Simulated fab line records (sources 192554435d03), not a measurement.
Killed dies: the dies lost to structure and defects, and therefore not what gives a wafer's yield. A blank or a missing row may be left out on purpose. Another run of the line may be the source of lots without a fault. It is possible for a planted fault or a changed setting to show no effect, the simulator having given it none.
Split-lot trial    flow n5_finfet    21 wafers read across 7 lots, on a route 1938 steps long

== SPLIT DETAILS ==
At N5_BEOL_M7_TRENCH_ETCH_37 (etches SiCOH lowk in C4F6/O2, target depth 93.478 nm, time 31.2 s), the setting bias_w was moved away from the recipe's 185 W on 8 of the 21 wafers read, by -17.2% to -5.8%. For the rest of the wafers, this setting stayed at what the recipe calls for.

Reading taken at the split's own step.

== THE READING ==
rf_vpp_V, in V, at N5_BEOL_M7_TRENCH_ETCH_37 (etches SiCOH lowk in C4F6/O2, target depth 93.478 nm, time 31.2 s). Fault-free wafers of this fab line usually give 665 V, standard deviation 25 V.

wafer   tool, chamber at the split  bias_w as run, W  against the recipe  rf_vpp_V, V  against lot-mates on the recipe
L075.1  rie_diel-03, 0              185               recipe              700          -
L075.3  rie_diel-03, 3              153.2             -17.2%              536          -150
L075.4  rie_diel-03, 1              185               recipe              673          -
L077.2  rie_diel-02, 3              185               recipe              669          -
L077.3  rie_diel-02, 1              165.2             -10.7%              617          -52
L077.6  rie_diel-02, 2              185               recipe              669          -
L078.2  rie_diel-01, 1              174.2             -5.8%               609          no lot-mate on the recipe
L078.4  rie_diel-01, 3              174.2             -5.8%               642          no lot-mate on the recipe
L078.5  rie_diel-01, 2              174.2             -5.8%               664          no lot-mate on the recipe
L082.2  rie_diel-02, 1              162.1             -12.4%              607          -63
L082.4  rie_diel-02, 3              185               recipe              669          -
L082.6  rie_diel-02, 3              185               recipe              671          -
L084.1  rie_diel-03, 0              185               recipe              700          -
L084.3  rie_diel-03, 2              169.5             -8.4%               623          -77
L084.6  rie_diel-03, 3              169.5             -8.4%               580          -120
L091.1  rie_diel-03, 2              185               recipe              668          -
L091.2  rie_diel-03, 1              185               recipe              671          -
L091.3  rie_diel-03, 3              185               recipe              623          -
L095.3  rie_diel-02, 0              185               recipe              635          -
L095.5  rie_diel-02, 2              185               recipe              671          -
L095.6  rie_diel-02, 3              185               recipe              668          -

THE FIT
A straight line over all 21 wafers: rf_vpp_V changes by +6.58 V for each +1% of bias_w; r = +0.85; the points scatter about the line by 22 V.
The same after taking each lot's own level away (the mean of its wafers on the recipe; 18 wafers): +7.86 V for each +1%; r = +0.89; scatter 23 V.
Per that fit: largest bias_w move, reading shift of 1.4e+02 V.
From 654.0 to 700.0 V: that is the span of the lots' own levels, equal to 1.8 times the standard deviation above.
In other words, the slope is changed by the lot-to-lot level; the two fits disagree.
Check: -125 V against its lot-mates is what the line predicts for one of the wafers moved furthest among these (-17.2%) when that wafer is left out of the fit. It came out at -150 V against them.
Tool readings at the split's step, against how far the setting was moved: rf_vpp_V r = +0.85.

== THE OTHER SPLITS THESE WAFERS WENT THROUGH ==
Note: prior to the reading, these wafers also went through further splits. Each is held against what the fit with the lots' levels taken away leaves over:
other split on the same wafers  wafers away from the commonest value  r with rf_vpp_V (lot level and that fit taken away)
N5_BEOL_M7_ETCH_66 time_s       8                                     -0.03

== FILE'S OWN FIT ==
rf_vpp_V changes by +7.48 V for each +1% of bias_w, r = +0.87.
